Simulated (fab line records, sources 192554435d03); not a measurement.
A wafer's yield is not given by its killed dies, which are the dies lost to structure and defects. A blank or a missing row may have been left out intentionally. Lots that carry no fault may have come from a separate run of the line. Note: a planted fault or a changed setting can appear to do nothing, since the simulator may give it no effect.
fab line records | flow n5-finfet
record lots=10 wafers=28 last-day=18
route steps=1938 shown SDB@356 BEOL_M4@1111 PASSIVATION@1936
lots with no fault: from the same line, run without faults
start-h: hours from the record's first day to the start of the lot's first wafer shown | wait-h: time in hours since the lot's previous step | " unchanged from the row above | L1.1+2: several wafers, shown together as one row | - either no value or no given start | * or withheld: withheld | < > ~ a bound
route shown NAME@n: a module of which the file shows steps, and the number in the route of the first | usual: mean and standard deviation over wafers with no fault | same: alike in all rows | chamber/n: place in a boat | sites: each site's reading | _std_site: the values' standard deviation | _edge_site: outer sites' mean less inner sites' | radius-mm: how far each site lies from the wafer's centre | mask NAME#n: copy n | behind: the tool/chamber that last shaped the wafer | hold: what put the lot on hold/how long, in hours/how the hold closed | device: whichever transistor did not switch (one of n, p or np) | end of line: at the end of the route, the tests of the same wafers | a step with no rows: only its recipe | killed: dies that structure and defects cost at the first sort, which is not the same as the wafer's yield | map: dies across one wafer; x = killed, . = not, _ = none there
set.NAME: the setting that was run; set.NAME@STEP: the one run at that earlier step | model.NAME: the simulator's own value behind a step, which no gauge read
a sample of lots followed through the steps of the route, with each step as a table and each wafer as a row
services: the hour from which a tool's chamber was out of use, counted from the record's first day as start-h (under 0 if before that day), plus the number of hours and why
## steps
# step N5_SDB_CD_MEAS_11
# recipe target-cd-nm=50 landing-energy-ev=500 detector=se-inlens polarity=opening
# usual cd-nm=50.1/1.1
# columns lot.wafer tool chamber start-h wait-h cd-nm
L350.1 cd-sem-02 0 72.37 - 50.7
L350.4 " 0 " " 51.1
L350.6 " 0 " " 50.4
L352.3 cd-sem-03 0 79.61 - 51.6
L352.4 " 0 " " 50.7
L352.6 " 0 " " 50.4
L355.4 cd-sem-02 0 96.98 - 49.7
L355.5 " 0 " " 50.3
L356.5 cd-sem-01 0 102.34 - 50.8
L356.6 " 0 " " 50.0
L360.2 cd-sem-03 0 125.17 - 51.8
L360.4 " 0 " " 50.8
L360.5 " 0 " " 52.5
L364.3 cd-sem-02 0 151.48 - 49.4
L364.5 " 0 " " 47.9
L364.6 " 0 " " 48.6
L366.2 cd-sem-03 0 165.25 - 50.9
L366.4 " 0 " " 50.4
L366.6 " 0 " " 48.4
L370.3 cd-sem-02 0 185.10 - 49.3
L370.5 " 0 " " 50.4
L370.6 " 0 " " 50.1
L372.1 cd-sem-03 0 199.68 - 51.0
L372.3 " 0 " " 52.6
L372.4 " 0 " " 51.0
L373.2 cd-sem-02 0 208.71 - 50.3
L373.4 " 0 " " 52.2
L373.6 " 0 " " 51.1
# step N5_SDB_INSPECT_13
# recipe mode=adi inspect-instrument=brightfield
# usual raw-defect-count=71/30
# columns lot.wafer tool chamber start-h wait-h raw-defect-count
L350.1 defect-inspect-02 - 72.42 0.0 68
L350.4 " - " " 68
L350.6 " - " " 60
L352.3 defect-inspect-02 - 79.66 0.0 46
L352.4 " - " " 88
L352.6 " - " " 79
L355.4 defect-inspect-01 - 97.03 0.0 79
L355.5 " - " " 55
L356.5 defect-inspect-01 - 102.39 0.0 46
L356.6 " - " " 70
L360.2 defect-inspect-02 - 125.22 0.0 75
L360.4 " - " " 89
L360.5 " - " " 47
L364.3 defect-inspect-02 - 151.53 0.0 56
L364.5 " - " " 68
L364.6 " - " " 77
L366.2 defect-inspect-01 - 165.31 0.0 113
L366.4 " - " " 135
L366.6 " - " " 65
L370.3 defect-inspect-01 - 185.16 0.0 32
L370.5 " - " " 47
L370.6 " - " " 30
L372.1 defect-inspect-02 - 199.73 0.0 107
L372.3 " - " " 98
L372.4 " - " " 80
L373.2 defect-inspect-01 - 208.77 0.0 104
L373.4 " - " " 122
L373.6 " - " " 81
# step N5_SDB_STRIP_21
# recipe chemistry=CF4 resist=SiARC power-w=300 bias-power-w=75 pressure-mtorr=50 cf4-flow-sccm=150 rf-frequency-hz=6e+07
# usual drypump-motor-current-A=5.7/0.45 oes-product-au=0.80/0.093 rf-vpp-V=270.7/1.2 showerhead-plenum-p-Torr=1.77/0.039 throttle-valve-pct=13.61/0.28
# columns lot.wafer tool chamber start-h wait-h drypump-motor-current-A oes-product-au rf-hours-counter-h rf-vpp-V showerhead-plenum-p-Torr throttle-valve-pct
L350.1 rie-diel-03 3 72.73 0.0 5.3 0.73 147 269.3 1.73 13.71
L350.4 " 0 " " 5.4 0.69 - 272.0 1.78 14.04
L350.6 " 1 " " 5.5 0.70 - 269.7 1.77 14.11
L352.3 rie-diel-04 2 79.90 0.0 6.1 0.86 38 272.3 1.82 13.24
L352.4 " 0 " " 5.1 0.82 86 270.0 1.75 13.72
L352.6 " 0 " " 5.2 0.81 - 269.5 1.75 13.73
L355.4 rie-diel-04 1 97.28 0.0 5.8 0.91 - 271.2 1.75 13.22
L355.5 " 2 " " 6.1 0.86 - 271.4 1.81 13.26
L356.5 rie-diel-03 2 102.83 0.0 5.7 0.92 - 270.7 1.76 13.34
L356.6 " 1 " " 5.5 0.70 - 270.8 1.77 14.15
L360.2 rie-diel-04 1 125.48 0.0 5.8 0.88 32 269.1 1.75 13.27
L360.4 " 2 " " 6.1 0.83 57 271.8 1.81 13.28
L360.5 " 3 " " 6.4 0.70 - 271.6 1.84 13.88
L364.3 rie-diel-03 2 153.29 0.0 5.7 0.85 32 270.9 1.75 13.38
L364.5 " 3 " " 5.2 0.70 - 268.9 1.72 13.80
L364.6 " 2 " " 5.7 0.86 - 272.1 1.75 13.40
L366.2 rie-diel-03 3 165.55 0.0 5.2 0.70 191 269.6 1.72 13.79
L366.4 " 2 " " 5.7 0.86 - 270.9 1.75 13.42
L366.6 " 3 " " 5.2 0.69 - 268.5 1.72 13.80
L370.3 rie-diel-02 1 185.68 0.0 6.6 0.87 36 271.8 1.76 13.35
L370.5 " 1 " " 6.6 0.87 - 269.8 1.76 13.32
L370.6 " 2 " " 5.5 0.83 - 270.1 1.75 13.50
L372.1 rie-diel-04 0 199.98 0.0 5.1 0.79 122 270.8 1.74 13.81
L372.3 " 3 " " 6.4 0.68 246 271.9 1.83 13.91
L372.4 " 1 " " 5.8 0.86 54 270.6 1.74 13.30
L373.2 rie-diel-03 0 209.01 0.0 5.4 0.90 27 272.0 1.77 13.58
L373.4 " 2 " " 5.7 0.83 52 270.3 1.74 13.44
L373.6 " 3 " " 5.2 0.69 - 268.1 1.71 13.83
# step N5_SDB_ALD_29
# recipe material=SiNx target-thk-a=300 temp-c=400 ald-precursor-family=SiH2I2 ald-co-reactant=N2/H2-plasma pulse-time-s=1 ald-cycles=600 purge-time-s=2 co-reactant-purge-time-s=2 pressure-torr=2
# usual ald-cycles=600/0 chamber-pressure-Torr=2.000/0.0042 heater-power-w=807/83 precursor-pulse-height-rel=0.999/0.02 susceptor-temp-C=400.00/0.23
# columns lot.wafer tool chamber start-h wait-h ald-cycles chamber-pressure-Torr heater-power-w precursor-pulse-height-rel susceptor-temp-C
L350.1 ald-sin-04 3 73.36 0.0 600 1.998 821 1.044 399.85
L350.4 " 0 " " 600 2.005 850 0.978 400.41
L350.6 " 0 74.71 1.4 600 1.999 799 1.011 400.45
L352.3 ald-sin-01 3 80.51 0.0 600 2.002 719 0.960 400.17
L352.4 " 1 " " 600 2.007 878 0.978 400.31
L352.6 " 2 81.86 1.4 600 2.003 674 1.022 400.31
L355.4 ald-sin-04 2 98.21 0.0 600 2.001 934 1.005 399.73
L355.5 " 3 99.56 1.4 600 1.993 807 1.021 399.93
L356.5 ald-sin-04 3 105.12 1.4 600 2.005 821 0.983 399.58
L356.6 " 2 " " 600 1.999 914 1.010 399.63
L360.2 ald-sin-03 1 126.46 0.0 600 1.998 689 1.004 399.98
L360.4 " 2 " " 600 2.002 729 1.009 399.89
L360.5 " 2 127.81 1.4 600 2.002 743 0.971 400.13
L364.3 ald-sin-04 3 155.62 0.0 600 2.000 825 1.017 400.04
L364.5 " 2 156.97 1.4 600 2.005 894 0.972 399.93
L364.6 " 1 " " 421 2.001 867 1.024 399.31
L366.2 ald-sin-04 3 166.17 0.0 600 1.995 821 0.993 399.85
L366.4 " 2 " " 421 2.002 924 1.002 400.15
L366.6 " 0 167.53 1.4 421 1.995 813 0.985 399.75
L370.3 ald-sin-01 3 186.36 0.1 600 2.002 699 0.975 400.13
L370.5 " 0 187.71 1.5 600 2.002 910 1.029 399.71
L370.6 " 3 " " 600 1.994 694 0.987 400.22
L372.1 ald-sin-03 1 200.56 0.0 600 1.995 627 1.028 400.10
L372.3 " 2 " " 600 1.998 720 1.000 400.10
L372.4 " 3 " " 600 1.995 791 1.032 399.99
L373.2 ald-sin-01 3 210.20 0.4 600 1.999 711 0.998 399.89
L373.4 " 1 " " 600 1.995 840 0.994 399.60
L373.6 " 3 211.56 1.7 600 2.002 717 1.007 400.18
# step N5_BEOL_M4_RC_MEAS_101
# usual DIBL_N=35.1/1.5 DIBL_P=35.2/2 IOFF_N=0.146/0.028 IOFF_P=0.20/0.036 ION_N=670/12 ION_P=462/8.2 SS_N=71.2/0.63 SS_P=73.1/0.7 VT_N=250/3.6 VT_P=-251/3.3
# columns lot.wafer tool chamber start-h wait-h DIBL_N[mV/V] DIBL_P[mV/V] IOFF_N[nA/um] IOFF_P[nA/um] ION_N[uA/um] ION_P[uA/um] SS_N[mV/dec] SS_P[mV/dec] VT_N[mV] VT_P[mV]
L350.1 prober-01 0 168.76 0.0 34.7 33.7 0.115 0.16 634 440 70.6 73.0 256 -254
L350.4 " 0 " " 36.7 36.4 0.153 0.20 675 463 71.1 73.7 251 -254
L350.6 " 0 " " 37.3 36.6 0.167 0.21 669 453 71.8 73.5 247 -252
L352.3 prober-01 0 171.05 0.3 36.7 36.8 0.158 0.21 646 448 72.1 72.9 253 -252
L352.4 " 0 " " 34.2 34.3 0.117 0.17 669 460 70.9 72.4 255 -253
L352.6 " 0 " " 35.7 35.8 0.134 0.19 655 453 71.5 72.8 255 -253
L355.4 prober-02 0 194.58 0.5 37.0 38.1 0.178 0.21 667 455 71.7 74.1 250 -252
L355.5 " 0 " " 36.6 38.4 0.183 0.22 674 467 71.6 74.4 246 -251
L356.5 prober-02 0 214.04 0.6 33.5 34.3 0.117 0.17 660 457 71.1 72.3 255 -253
L356.6 " 0 " " 37.4 39.3 0.196 0.26 680 465 72.9 73.2 248 -249
L360.2 prober-02 0 240.71 0.2 34.4 33.1 0.138 0.17 672 461 71.4 73.1 250 -251
L360.4 " 0 " " 34.9 33.4 0.141 0.18 660 453 70.9 72.8 248 -249
L360.5 " 0 " " 36.2 35.6 0.167 0.20 694 470 71.8 74.1 243 -252
L364.3 prober-02 0 268.07 0.3 36.8 36.2 0.159 0.19 650 447 72.4 73.2 250 -253
L364.5 " 0 " " 34.0 34.2 0.123 0.16 674 457 70.9 72.8 253 -256
L364.6 " 0 " " 33.5 33.2 0.112 0.15 660 455 70.4 72.2 252 -255
L366.2 prober-01 0 270.84 0.2 35.0 35.7 0.131 0.18 663 456 71.4 72.8 253 -252
L366.4 " 0 " " 32.5 32.3 0.098 0.14 652 454 70.6 72.6 256 -255
L366.6 " 0 " " 33.6 33.6 0.113 0.15 650 446 70.8 72.5 252 -256
L370.3 prober-01 0 291.84 0.3 32.4 31.6 0.116 0.19 656 460 70.9 71.7 254 -251
L370.5 " 0 " " 32.4 31.9 0.120 0.19 666 462 71.7 72.3 252 -249
L370.6 " 0 " " 35.7 36.2 0.183 0.26 680 475 71.9 73.1 246 -245
L372.1 prober-01 0 324.03 0.0 33.1 32.6 0.103 0.15 657 456 70.5 71.4 257 -255
L372.3 " 0 " " 32.8 33.5 0.110 0.17 664 464 70.8 72.8 253 -253
L372.4 " 0 " " 33.7 33.0 0.116 0.16 670 451 70.2 72.3 253 -255
L373.2 prober-01 0 327.86 0.2 34.9 36.4 0.155 0.21 684 468 71.1 73.1 248 -249
L373.4 " 0 " " 36.2 37.9 0.173 0.23 678 465 71.8 74.0 246 -250
L373.6 " 0 " " 35.0 36.3 0.146 0.20 675 472 71.4 73.0 248 -250
# step N5_PASSIVATION_PROBE_49
# usual defect-limited-yield=91.4/1.4 killed_at_M0_to_M3=32/10 killed_at_M4_up=13/5.6 killed-at-contacts=13/6.6 killed-at-front-end=39/13 killed-at-other=3.4/2.8 killed-dies=101/17 killed-open=66/13 killed-short=33/7 sort_bin_5_function=5.0/0.93 sort_bin_6_memory=3.2/0.65 sort_bin_8_speed=0.01/0.16 sort-n-pass=1078/17 sort-yield-pct=91.4/1.4
# same gross-dies=1180 killed-at-back-side=0 sort_bin_4_leakage[%]=0
# columns lot.wafer tool chamber start-h wait-h defect-limited-yield[%] killed_at_M0_to_M3 killed_at_M4_up killed-at-contacts killed-at-front-end killed-at-other killed-dies killed-open killed-short sort_bin_5_function[%] sort_bin_6_memory[%] sort_bin_8_speed[%] sort-n-pass sort-yield-pct[%]
L350.1 prober-01 - 273.29 0.0 91.1 33 16 13 41 2 105 77 28 5.8 2.9 1.86 1053 89.2
L350.4 prober-01 - 273.44 0.2 90.2 29 19 21 42 5 116 78 38 6.6 2.8 0 1064 90.2
L350.6 prober-01 - 273.54 0.3 91.4 12 14 21 53 1 101 59 37 5.1 2.9 0 1079 91.4
L352.3 prober-01 - 276.83 0.1 90.3 34 7 35 33 5 114 71 43 5.7 3.7 0 1066 90.3
L352.4 prober-01 - 276.88 0.2 91.3 38 15 14 32 4 103 62 39 5.6 2.8 0 1077 91.3
L352.6 prober-01 - 276.98 0.3 90.5 47 14 17 32 2 112 69 40 5.8 3.3 0 1068 90.5
L355.4 prober-01 - 305.95 0.2 91.1 19 13 24 38 11 105 66 38 5.3 3.4 0 1075 91.1
L355.5 prober-01 - 306.00 0.2 91.7 18 14 15 49 2 98 61 28 5.3 2.3 0 1082 91.7
L356.5 prober-02 - 325.19 0.2 90.6 29 11 11 60 0 111 82 28 5.8 3.5 0 1069 90.6
L356.6 prober-02 - 325.24 0.3 91.4 26 10 9 55 2 102 68 31 4.6 3.9 0 1078 91.4
L360.2 prober-01 - 355.16 0.1 93.0 25 19 7 25 7 83 43 33 4.0 2.5 0 1097 93.0
L360.4 prober-01 - 355.26 0.2 90.3 36 32 3 40 3 114 77 33 6.1 3.4 0 1066 90.3
L360.5 prober-01 - 355.31 0.2 92.5 36 25 6 20 1 88 60 25 4.4 2.6 0 1092 92.5
L364.3 prober-01 - 365.15 0.1 90.5 45 14 4 41 8 112 57 42 4.8 3.4 0 1068 90.5
L364.5 prober-01 - 365.25 0.2 91.8 48 11 9 26 3 97 55 41 4.9 3.1 0 1083 91.8
L364.6 prober-01 - 365.30 0.3 91.9 33 16 7 32 8 96 57 31 4.2 3.3 0 1084 91.9
L366.2 prober-02 - 378.13 0.1 93.6 27 10 9 28 2 76 51 24 3.6 2.7 0 1104 93.6
L366.4 prober-02 - 378.23 0.2 92.2 28 11 11 34 8 92 50 41 4.3 3.3 0 1088 92.2
L366.6 prober-02 - 378.33 0.3 91.1 53 11 7 32 2 105 59 43 5.3 3.2 0 1075 91.1
L370.3 prober-01 - 402.87 0.1 90.5 34 16 33 26 3 112 79 31 5.7 3.7 0 1068 90.5
L370.5 prober-01 - 402.97 0.2 92.2 27 10 12 40 3 92 58 33 4.6 2.8 0 1088 92.2
L370.6 prober-01 - 403.02 0.3 93.6 29 6 6 31 4 76 41 34 3.7 2.3 0 1104 93.6
L372.1 prober-02 - 419.08 0.0 91.7 36 17 13 32 0 98 67 30 4.9 3.1 0 1082 91.7
L372.3 prober-02 - 419.18 0.1 90.0 41 10 13 54 0 118 71 41 5.5 3.8 0 1062 90.0
L372.4 prober-02 - 419.23 0.2 89.8 48 11 20 40 1 120 84 36 5.8 4.1 0 1060 89.8
L373.2 prober-01 - 432.40 0.1 92.4 30 17 18 22 3 90 56 33 4.3 3.1 0 1090 92.4
L373.4 prober-01 - 432.50 0.2 92.4 18 20 19 28 5 90 55 28 4.7 2.3 0 1090 92.4
L373.6 prober-01 - 432.60 0.3 91.9 25 11 15 31 13 95 69 25 4.7 3.1 0 1085 91.9
# killed by level:class
L350.1 MOL_CONTACT_COAG:geometric-particle:open=12 BEOL_M2:geometric-particle:open=9 FIN_SAQP:geometric-particle:open=8 STI_FIN_REVEAL:geometric-particle:open=8 BEOL_M1:geometric-particle:open=8 FIN_SAQP:geometric-particle:short=7 DUMMY_GATE:geometric-particle:open=7 BEOL_M4:geometric-particle:open=6
L350.4 MOL_CONTACT_COAG:geometric-particle:open=15 STI_FIN_REVEAL:geometric-particle:open=15 BEOL_M4:geometric-particle:open=11 BEOL_M0_SAQP:geometric-particle:short=8 BEOL_M1:geometric-particle:open=7 MOL_CONTACT_COAG:geometric-particle:short=6 BEOL_M4:geometric-particle:short=6 FIN_SAQP:geometric-particle:short=5
L350.6 MOL_CONTACT_COAG:geometric-particle:open=14 FIN_SAQP:geometric-particle:short=12 FIN_SAQP:geometric-particle:open=12 MOL_CONTACT_COAG:geometric-particle:short=7 BEOL_M4:geometric-particle:open=6 STI_FIN_REVEAL:geometric-particle:open=5 DUMMY_GATE:geometric-particle:open=5 BEOL_M1:geometric-particle:open=5
L352.3 MOL_CONTACT_COAG:geometric-particle:open=25 MOL_CONTACT_COAG:geometric-particle:short=10 BEOL_M1:geometric-particle:open=10 STI_FIN_REVEAL:geometric-particle:open=7 BEOL_M0_SAQP:geometric-particle:open=5 BEOL_M1:geometric-particle:short=5 FIN_SAQP:geometric-particle:open=4 DUMMY_GATE:geometric-particle:open=4
L352.4 BEOL_M0_SAQP:geometric-particle:open=9 MOL_CONTACT_COAG:geometric-particle:open=9 FIN_SAQP:geometric-particle:open=8 BEOL_M0_SAQP:geometric-particle:short=8 BEOL_M1:geometric-particle:short=7 BEOL_M1:geometric-particle:open=7 BEOL_M4:geometric-particle:open=7 FIN_SAQP:geometric-particle:short=6
L352.6 MOL_CONTACT_COAG:geometric-particle:open=15 BEOL_M0_SAQP:geometric-particle:open=12 BEOL_M0_SAQP:geometric-particle:short=11 BEOL_M1:geometric-particle:short=8 BEOL_M1:geometric-particle:open=7 FIN_SAQP:geometric-particle:open=5 FIN_SAQP:geometric-particle:short=5 STI_FIN_REVEAL:geometric-particle:open=4
L355.4 MOL_CONTACT_COAG:geometric-particle:open=20 FIN_SAQP:geometric-particle:short=12 FIN_SAQP:geometric-particle:open=8 BEOL_M5:geometric-particle:open=7 DUMMY_GATE:geometric-particle:open=6 BEOL_M0_SAQP:geometric-particle:short=6 MOL_CONTACT_COAG:geometric-particle:short=4 BEOL_M2:geometric-particle:open=4
L355.5 MOL_CONTACT_COAG:geometric-particle:open=11 FIN_SAQP:geometric-particle:open=9 GATE_CUT:geometric-particle:short=9 BEOL_M2:geometric-particle:open=7 DUMMY_GATE:geometric-particle:open=6 GATE_CUT:geometric-particle:open=6 HKMG_FIN:area-etch=6 BEOL_M5:geometric-particle:open=4
L356.5 FIN_SAQP:geometric-particle:open=19 BEOL_M2:geometric-particle:open=14 MOL_CONTACT_COAG:geometric-particle:open=8 BEOL_M1:geometric-particle:open=8 FIN_SAQP:geometric-particle:short=6 STI_FIN_REVEAL:geometric-particle:open=6 DUMMY_GATE:geometric-particle:open=5 BEOL_M4:geometric-particle:open=5
L356.6 STI_FIN_REVEAL:geometric-particle:open=17 MOL_CONTACT_COAG:geometric-particle:open=9 ILD0:geometric-particle:open=6 BEOL_M1:geometric-particle:open=6 FIN_SAQP:geometric-particle:short=5 GATE_CUT:geometric-particle:short=5 BEOL_M2:geometric-particle:open=5 FIN_SAQP:geometric-particle:open=4
L360.2 BEOL_M4:geometric-particle:open=14 BEOL_M0_SAQP:geometric-particle:short=8 BEOL_M0_SAQP:geometric-particle:open=7 FIN_SAQP:geometric-particle:short=5 GATE_CUT:geometric-particle:short=4 MOL_CONTACT_COAG:geometric-particle:open=4 HKMG_FIN:area-etch=4 FIN_SAQP:geometric-particle:open=3
L360.4 BEOL_M4:geometric-particle:open=16 FIN_SAQP:geometric-particle:open=13 BEOL_M1:geometric-particle:open=12 BEOL_M2:geometric-particle:open=10 STARTING-WAFER:geometric-particle:short=6 FIN_SAQP:geometric-particle:short=5 BEOL_M0_SAQP:geometric-particle:short=5 ILD0:geometric-particle:short=4
L360.5 BEOL_M4:geometric-particle:open=16 BEOL_M0_SAQP:geometric-particle:open=9 FIN_SAQP:geometric-particle:short=8 BEOL_M0_SAQP:geometric-particle:short=6 BEOL_M1:geometric-particle:open=6 BEOL_M2:geometric-particle:short=6 FIN_SAQP:geometric-particle:open=5 MOL_CONTACT_COAG:geometric-particle:open=4
L364.3 BEOL_M0_SAQP:geometric-particle:short=16 HKMG_FIN:area-etch=12 BEOL_M2:geometric-particle:open=9 FIN_SAQP:geometric-particle:open=8 STI_FIN_REVEAL:geometric-particle:open=8 BEOL_M4:geometric-particle:open=6 FIN_SAQP:geometric-particle:short=5 BEOL_M0_SAQP:geometric-particle:open=5
L364.5 BEOL_M0_SAQP:geometric-particle:short=20 BEOL_M0_SAQP:geometric-particle:open=13 MOL_CONTACT_COAG:geometric-particle:open=7 BEOL_M2:geometric-particle:open=7 FIN_SAQP:geometric-particle:open=6 FIN_SAQP:geometric-particle:short=5 BEOL_M4:geometric-particle:open=4 STARTING-WAFER:geometric-particle:open=3
L364.6 BEOL_M0_SAQP:geometric-particle:open=11 BEOL_M0_SAQP:geometric-particle:short=10 BEOL_M2:geometric-particle:open=8 FIN_SAQP:geometric-particle:short=7 HKMG_FIN:area-etch=6 MOL_CONTACT_COAG:geometric-particle:open=5 BEOL_M4:geometric-particle:open=5 BEOL_M5:geometric-particle:open=4
L366.2 MOL_CONTACT_COAG:geometric-particle:open=9 FIN_SAQP:geometric-particle:short=8 BEOL_M0_SAQP:geometric-particle:open=8 DUMMY_GATE:geometric-particle:open=5 BEOL_M0_SAQP:geometric-particle:short=5 STI_FIN_REVEAL:geometric-particle:open=4 BEOL_M4:geometric-particle:open=4 BEOL_M3:geometric-particle:open=4
L366.4 GATE_CUT:geometric-particle:short=9 MOL_CONTACT_COAG:geometric-particle:open=9 BEOL_M0_SAQP:geometric-particle:short=8 GATE_CUT:geometric-particle:open=7 BEOL_M2:geometric-particle:open=6 PASS1_CAP:geometric-particle:short=5 STI_FIN_REVEAL:geometric-particle:open=3 DUMMY_GATE:geometric-particle:open=3
L366.6 BEOL_M1:geometric-particle:short=9 FIN_SAQP:geometric-particle:open=8 BEOL_M0_SAQP:geometric-particle:short=8 BEOL_M1:geometric-particle:open=8 BEOL_M2:geometric-particle:open=7 FIN_SAQP:geometric-particle:short=6 BEOL_M3:geometric-particle:open=6 DUMMY_GATE:geometric-particle:open=5
L370.3 MOL_CONTACT_COAG:geometric-particle:open=21 MOL_CONTACT_COAG:geometric-particle:short=11 BEOL_M2:geometric-particle:open=11 BEOL_M4:geometric-particle:open=8 BEOL_M1:geometric-particle:open=7 BEOL_M0_SAQP:geometric-particle:short=6 FIN_SAQP:geometric-particle:open=4 STI_FIN_REVEAL:geometric-particle:open=4
L370.5 FIN_SAQP:geometric-particle:short=13 FIN_SAQP:geometric-particle:open=11 MOL_CONTACT_COAG:geometric-particle:open=10 BEOL_M0_SAQP:geometric-particle:short=7 BEOL_M2:geometric-particle:open=7 BEOL_M3:geometric-particle:open=6 DUMMY_GATE:geometric-particle:open=5 BEOL_M0_SAQP:geometric-particle:open=5
L370.6 BEOL_M2:geometric-particle:open=14 FIN_SAQP:geometric-particle:short=8 FIN_SAQP:geometric-particle:open=5 STARTING-WAFER:geometric-particle:short=5 MOL_CONTACT_COAG:geometric-particle:open=4 BEOL_M0_SAQP:geometric-particle:short=4 BEOL_M2:geometric-particle:short=4 STI_FIN_REVEAL:geometric-particle:open=3
L372.1 STI_FIN_REVEAL:geometric-particle:open=12 MOL_CONTACT_COAG:geometric-particle:open=12 FIN_SAQP:geometric-particle:open=9 BEOL_M3:geometric-particle:open=8 BEOL_M0_SAQP:geometric-particle:open=6 BEOL_M0_SAQP:geometric-particle:short=6 BEOL_M1:geometric-particle:short=6 BEOL_M1:geometric-particle:open=4
L372.3 STI_FIN_REVEAL:geometric-particle:open=14 BEOL_M0_SAQP:geometric-particle:short=11 FIN_SAQP:geometric-particle:open=9 MOL_CONTACT_COAG:geometric-particle:open=9 FIN_SAQP:geometric-particle:short=8 BEOL_M0_SAQP:geometric-particle:open=8 BEOL_M1:geometric-particle:open=8 BEOL_M3:geometric-particle:open=6
L372.4 MOL_CONTACT_COAG:geometric-particle:open=16 STI_FIN_REVEAL:geometric-particle:open=15 FIN_SAQP:geometric-particle:open=12 BEOL_M0_SAQP:geometric-particle:short=10 BEOL_M1:geometric-particle:open=9 BEOL_M0_SAQP:geometric-particle:open=9 BEOL_M1:geometric-particle:short=8 FIN_SAQP:geometric-particle:short=4
L373.2 MOL_CONTACT_COAG:geometric-particle:open=10 MOL_CONTACT_COAG:geometric-particle:short=8 BEOL_M0_SAQP:geometric-particle:open=8 BEOL_M4:geometric-particle:open=7 FIN_SAQP:geometric-particle:short=6 GATE_CUT:geometric-particle:short=5 BEOL_M3:geometric-particle:open=5 BEOL_M1:geometric-particle:open=4
L373.4 MOL_CONTACT_COAG:geometric-particle:open=14 BEOL_M4:geometric-particle:open=7 HKMG_FIN:area-etch=6 MOL_CONTACT_COAG:geometric-particle:short=5 BEOL_M0_SAQP:geometric-particle:short=5 BEOL_M2:geometric-particle:open=5 FIN_SAQP:geometric-particle:short=4 FIN_SAQP:geometric-particle:open=4
L373.6 MIM_TOP:geometric-particle:open=8 MOL_CONTACT_COAG:geometric-particle:open=8 MOL_CONTACT_COAG:geometric-particle:short=7 FIN_SAQP:geometric-particle:open=6 DUMMY_GATE:geometric-particle:open=6 BEOL_M2:geometric-particle:open=6 STI_FIN_REVEAL:geometric-particle:open=5 BEOL_M0_SAQP:geometric-particle:open=4
## services
# columns tool chamber start-h hours kind
rie-diel-03 2 48.95 - clean
rie-diel-03 2 48.95 - consumable-replace:focus-ring
rie-diel-03 2 48.95 30.4 scheduled-down
rie-diel-03 2 48.95 30.4 vent-cycle
rie-diel-04 2 49.61 3.8 repair
rie-diel-03 1 50.36 9.9 repair
ald-sin-01 - 64.68 6.1 pm
ald-sin-01 - 85.25 14.0 pm
rie-diel-04 0 96.31 9.6 repair
ald-sin-04 1 109.04 5.4 repair
rie-diel-03 0 119.18 - clean
rie-diel-03 0 119.18 - consumable-replace:focus-ring
rie-diel-03 0 119.18 15.5 scheduled-down
rie-diel-03 0 119.18 15.5 vent-cycle
rie-diel-02 1 120.80 6.6 repair
rie-diel-02 0 121.77 3.9 repair
rie-diel-04 - 133.18 1.8 repair
rie-diel-03 0 136.09 6.4 repair
rie-diel-04 - 142.48 14.6 pm
ald-sin-01 3 146.47 8.6 repair
rie-diel-03 1 149.06 - clean
rie-diel-03 1 149.06 - consumable-replace:focus-ring
rie-diel-04 2 159.86 12.2 repair
ald-sin-03 - 176.75 14.0 pm
## key
first-sign step=N5_SDB_ALD_29 reading=ald-cycles direction=down sigmas=99+ usual=* struck=*
effect none on later readings
met-at N5_SDB_ALD_29
struck-lots L364,L366
struck-wafers L364.6,L366.4,L366.6
baseline-loss step=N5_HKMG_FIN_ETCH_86 wafers=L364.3
not-acting-at N5_SDB_CD_MEAS_11,N5_SDB_INSPECT_13,N5_SDB_STRIP_21
onset-between 105.12 155.62
fault kind=process-parameter-drift tool=ald-sin-04 chamber=- onset-h=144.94 steps=N5_SDB_ALD_29 channel=ald-cycles offset=* shape=step end-h=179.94 scope=struck-wafers-only acts-in=* stated=*
# baseline-loss: these wafers lose ten dies or more at that step, a loss of the line's own and not of a fault; the sort's usual values leave them out
